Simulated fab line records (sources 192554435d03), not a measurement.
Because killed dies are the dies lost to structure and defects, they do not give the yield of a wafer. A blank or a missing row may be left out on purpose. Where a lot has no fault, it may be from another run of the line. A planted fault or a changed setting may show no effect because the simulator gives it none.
The same fault as seen by 2 desks :: flow n5Finfet :: every desk sees just its own numbers, and what lay behind them comes last
Where a reading is given only as a bound, like >300, the bound stands for it, and a mean or a difference that rests on one is marked > or <: the true number lies beyond.

## THE DEFECT DESK
Counts from the inspections along the route, per lot, as means over the sampled wafers that have a number. The brackets show how far a lot's mean lies from the usual mean; more than 4 standard deviations puts the lot out of limits, marked OUT.
Columns: A = rawDefectCount at N5_BEOL_M15_INSPECT_55, usual 70; B = rawDefectCount at N5_MIM_TOP_LITHO_INSPECT_12, usual 2.1
lot: L404
first seen here: day 13 14:16
A: 134
B: 0.7

lot: L411
first seen here: day 15 03:53
A: 856 (+34) OUT
B: >300 (+99 or more) OUT

lot: L412
first seen here: day 16 00:49
A: 896 (+36) OUT
B: >300 (+99 or more) OUT

lot: L414
first seen here: day 16 05:34
A: 894 (+36) OUT
B: >300 (+99 or more) OUT

lot: L418
first seen here: day 17 12:07
A: 65
B: 4.3
This desk finds L411, L412, L414 out of limits, L411 being first, at day 15 03:53 (rawDefectCount at N5_BEOL_M15_INSPECT_55). Within limits: L404, L418.

## FOR THE TOOL OWNER'S DESK: cmp-02
The tool's own readings at N5_BEOL_M15_CMP_49 (polishes, stops on SiO2, t overpolish 4.9 s, target thk 850 nm): means of the sampled wafers that have a number, for each lot that ran on this tool. The brackets show how far a lot's mean lies from the usual mean; more than 4 standard deviations puts the lot out of limits, marked OUT.
Columns: A = barrierFieldEndpointS at N5_BEOL_M15_CMP_49, usual 11.30 s; B = motorCurrentA at N5_BEOL_M15_CMP_49, usual 8.3 A; C = overpolishRunS at N5_BEOL_M15_CMP_49, usual 4.900 s
lot: L404
first seen here: day 13 13:54
A: 11.38
B: 7.8
C: 4.905

lot: L411
first seen here: day 15 03:28
A: 10.95
B: 7.8
C: 4.903

lot: L412
first seen here: day 16 00:23
A: 11.21
B: 8.5
C: 4.898

lot: L414
first seen here: day 16 05:07
A: 11.24
B: 7.9
C: 4.908
Finding of this desk: none of the 4 lots has anything out of limits.

## ALL TOGETHER
The defect desk could have raised an alarm at day 15 03:53, on L411, L412, L414.
The tool owner's desk saw nothing out of limits.
On record at the tool owner's desk: L411, L412, L414, within its limits.
Of the lots named, all ran N5_BEOL_M15_CMP_49 on cmp-02.

## WHAT THE SIMULATOR HAD PUT IN
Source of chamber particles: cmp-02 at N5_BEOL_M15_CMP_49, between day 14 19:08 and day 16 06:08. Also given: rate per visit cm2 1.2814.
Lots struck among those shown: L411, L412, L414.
Hours from the fault's start to each desk's first reading out of limits: the defect desk, 9.
